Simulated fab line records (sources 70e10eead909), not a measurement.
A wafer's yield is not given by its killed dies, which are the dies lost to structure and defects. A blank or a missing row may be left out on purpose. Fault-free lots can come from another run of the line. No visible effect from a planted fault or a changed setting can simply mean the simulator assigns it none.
Chamber matching / flow nandHarc / pecvd-02 running NHARC_P_M2_DEP_33: 3 sister chambers
The step deposits SiCN, target thk 30 nm. 20 wafers are shown with their chamber, then 10 later ones without.

WAFERS, EACH WITH ITS CHAMBER
wafer=L074.3; chamber=1; heaterPowerW (W)=743; susceptorTempC (C)=370.13; rfFwdPowerW (W)=445.8
wafer=L074.4; chamber=1; heaterPowerW (W)=712; susceptorTempC (C)=370.11; rfFwdPowerW (W)=449.0
wafer=L074.6; chamber=2; heaterPowerW (W)=523; susceptorTempC (C)=370.45; rfFwdPowerW (W)=446.5
wafer=L077.1; chamber=1; heaterPowerW (W)=627; susceptorTempC (C)=369.76; rfFwdPowerW (W)=444.9
wafer=L077.4; chamber=1; heaterPowerW (W)=638; susceptorTempC (C)=370.25; rfFwdPowerW (W)=447.0
wafer=L077.6; chamber=0; heaterPowerW (W)=431; susceptorTempC (C)=369.91; rfFwdPowerW (W)=448.1
wafer=L078.1; chamber=0; heaterPowerW (W)=470; susceptorTempC (C)=370.33; rfFwdPowerW (W)=450.3
wafer=L078.5; chamber=1; heaterPowerW (W)=594; susceptorTempC (C)=370.18; rfFwdPowerW (W)=448.1
wafer=L078.6; chamber=2; heaterPowerW (W)=477; susceptorTempC (C)=370.07; rfFwdPowerW (W)=451.0
wafer=L079.1; chamber=0; heaterPowerW (W)=454; susceptorTempC (C)=369.94; rfFwdPowerW (W)=447.0
wafer=L079.2; chamber=1; heaterPowerW (W)=723; susceptorTempC (C)=370.28; rfFwdPowerW (W)=450.0
wafer=L079.6; chamber=0; heaterPowerW (W)=440; susceptorTempC (C)=369.98; rfFwdPowerW (W)=448.3
wafer=L085.1; chamber=2; heaterPowerW (W)=563; susceptorTempC (C)=370.15; rfFwdPowerW (W)=449.5
wafer=L085.3; chamber=1; heaterPowerW (W)=805; susceptorTempC (C)=370.17; rfFwdPowerW (W)=451.3
wafer=L085.5; chamber=0; heaterPowerW (W)=521; susceptorTempC (C)=369.89; rfFwdPowerW (W)=447.8
wafer=L087.1; chamber=1; heaterPowerW (W)=742; susceptorTempC (C)=369.78; rfFwdPowerW (W)=451.0
wafer=L087.2; chamber=2; heaterPowerW (W)=525; susceptorTempC (C)=370.16; rfFwdPowerW (W)=449.9
wafer=L087.5; chamber=0; heaterPowerW (W)=510; susceptorTempC (C)=369.66; rfFwdPowerW (W)=446.5
wafer=L088.3; chamber=1; heaterPowerW (W)=691; susceptorTempC (C)=370.26; rfFwdPowerW (W)=446.8
wafer=L088.4; chamber=1; heaterPowerW (W)=669; susceptorTempC (C)=370.08; rfFwdPowerW (W)=445.7

SIGNATURES (averages over the wafers above)
reading=heaterPowerW; chamber 0=471.00; chamber 1=694.40; chamber 2=522.00; scatter within a chamber=52.6
reading=susceptorTempC; chamber 0=369.9517; chamber 1=370.1000; chamber 2=370.2075; scatter within a chamber=0.192
reading=rfFwdPowerW; chamber 0=448.000; chamber 1=447.960; chamber 2=449.225; scatter within a chamber=1.98
Rule: a wafer lies at a distance from a chamber equal to the root of the sum of squares, over the readings, of (its reading less the chamber's mean, divided by the reading's scatter). The wafer belongs to the nearest chamber; if the next one is less than 2 further off, it can't be placed. The scatter: take each reading less its chamber's mean, square it, sum over the shown wafers, divide by the number of wafers less the number of chambers, and take the root.

WAFERS WITHOUT THEIR CHAMBER
wafer=L088.6; heaterPowerW (W)=542; susceptorTempC (C)=369.99; rfFwdPowerW (W)=451.5
wafer=L092.1; heaterPowerW (W)=465; susceptorTempC (C)=369.93; rfFwdPowerW (W)=446.5
wafer=L092.3; heaterPowerW (W)=739; susceptorTempC (C)=369.87; rfFwdPowerW (W)=448.4
wafer=L092.6; heaterPowerW (W)=725; susceptorTempC (C)=370.02; rfFwdPowerW (W)=446.9
wafer=L094.2; heaterPowerW (W)=488; susceptorTempC (C)=370.11; rfFwdPowerW (W)=449.0
wafer=L094.3; heaterPowerW (W)=506; susceptorTempC (C)=369.72; rfFwdPowerW (W)=449.2
wafer=L094.6; heaterPowerW (W)=752; susceptorTempC (C)=370.09; rfFwdPowerW (W)=448.1
wafer=L095.2; heaterPowerW (W)=739; susceptorTempC (C)=369.93; rfFwdPowerW (W)=447.5
wafer=L095.3; heaterPowerW (W)=496; susceptorTempC (C)=370.43; rfFwdPowerW (W)=450.9
wafer=L095.4; heaterPowerW (W)=507; susceptorTempC (C)=370.12; rfFwdPowerW (W)=449.4

EACH ONE'S CHAMBER
wafer=L088.6; from the rows above=can't be placed: 2 or 0 or 1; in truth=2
wafer=L092.1; from the rows above=can't be placed: 0 or 2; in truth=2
wafer=L092.3; from the rows above=1; in truth=1
wafer=L092.6; from the rows above=1; in truth=1
wafer=L094.2; from the rows above=can't be placed: 2 or 0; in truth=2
wafer=L094.3; from the rows above=can't be placed: 0 or 2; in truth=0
wafer=L094.6; from the rows above=1; in truth=1
wafer=L095.2; from the rows above=1; in truth=1
wafer=L095.3; from the rows above=can't be placed: 2 or 0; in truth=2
wafer=L095.4; from the rows above=can't be placed: 2 or 0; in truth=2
Correct placement for 4 of the 10. Unplaceable from these rows: 6, with the true chamber sitting among the candidates in 6. Number placed wrongly: 0.
